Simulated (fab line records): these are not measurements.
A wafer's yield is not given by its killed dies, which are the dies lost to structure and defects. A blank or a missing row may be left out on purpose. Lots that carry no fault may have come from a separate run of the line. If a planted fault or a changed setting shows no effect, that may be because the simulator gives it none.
Which tool was responsible? -- flow n5_finfet -- 10 lots with 29 wafers sampled at 2 steps, on a route of 1938 steps

== WHAT EACH GAUGE READ, for each wafer ==
N5_BEOL_M12_CD_MEAS_28: the cd target is 160.2 nm.
lot,measured,on,cd_nm (nm)
L539,day 10 23:22,cd_sem-03,158.5 159.8 163.0
L543,day 11 13:25,cd_sem-03,159.6 158.9 159.2
L545,day 11 23:08,cd_sem-03,161.8 162.6 162.3
L546,day 12 03:06,cd_sem-03,159.0 160.3 158.6
L547,day 12 03:30,cd_sem-01,159.5 161.6 157.8
L548,day 12 13:04,cd_sem-02,161.5 160.1 159.0
L549,day 13 03:29,cd_sem-02,159.6 160.0 158.0
L550,day 13 06:41,cd_sem-02,162.4 162.8 158.9
L551,day 13 16:54,cd_sem-01,159.6 160.2
L561,day 16 04:27,cd_sem-02,159.5 158.5 156.6

== WHAT TOOL EACH LOT RAN ON (gives the tool, then ch and the chambers of the sampled wafers, and finally the start) ==
lot,N5_BEOL_M12_DESCUM_15
L539,"rie_diel-05 ch 1,2,3, day 10 22:32"
L543,"rie_diel-02 ch 0,1,3, day 11 12:28"
L545,"rie_diel-05 ch 1,3, day 11 22:19"
L546,"rie_diel-06 ch 0,2, day 12 02:09"
L547,"rie_diel-06 ch 0,1, day 12 02:40"
L548,"rie_diel-06 ch 0,1,3, day 12 12:14"
L549,"rie_diel-05 ch 1,2,3, day 13 02:40"
L550,"rie_diel-06 ch 1,3, day 13 05:44"
L551,"rie_diel-02 ch 0,3, day 13 16:05"
L561,"rie_diel-06 ch 0,1,2, day 16 03:30"
- N5_BEOL_M12_DESCUM_15: chemistry O2, time 7.9 s.

== THE ANSWER, worked out from the rows above alone ==
Rule: the lots themselves supply what counts as usual. The widest of any qualifying gaps counts: lots, ordered by their means at a reading, are off when they make up no more than a third of the lots, leave a main group of 4 or more, and stand apart from it by 3 or more times the standard deviation of that group's means. A main group whose means are all the same, to the digits that the tables above print for the reading, isn't used. Also off: a lot with no number at a reading for which 4 or more lots have one. The other lots that the step has rows for count as sound.
None of the lots is off at any reading shown; this tells nothing.

== WHAT THE SIMULATOR HAD PUT IN ==
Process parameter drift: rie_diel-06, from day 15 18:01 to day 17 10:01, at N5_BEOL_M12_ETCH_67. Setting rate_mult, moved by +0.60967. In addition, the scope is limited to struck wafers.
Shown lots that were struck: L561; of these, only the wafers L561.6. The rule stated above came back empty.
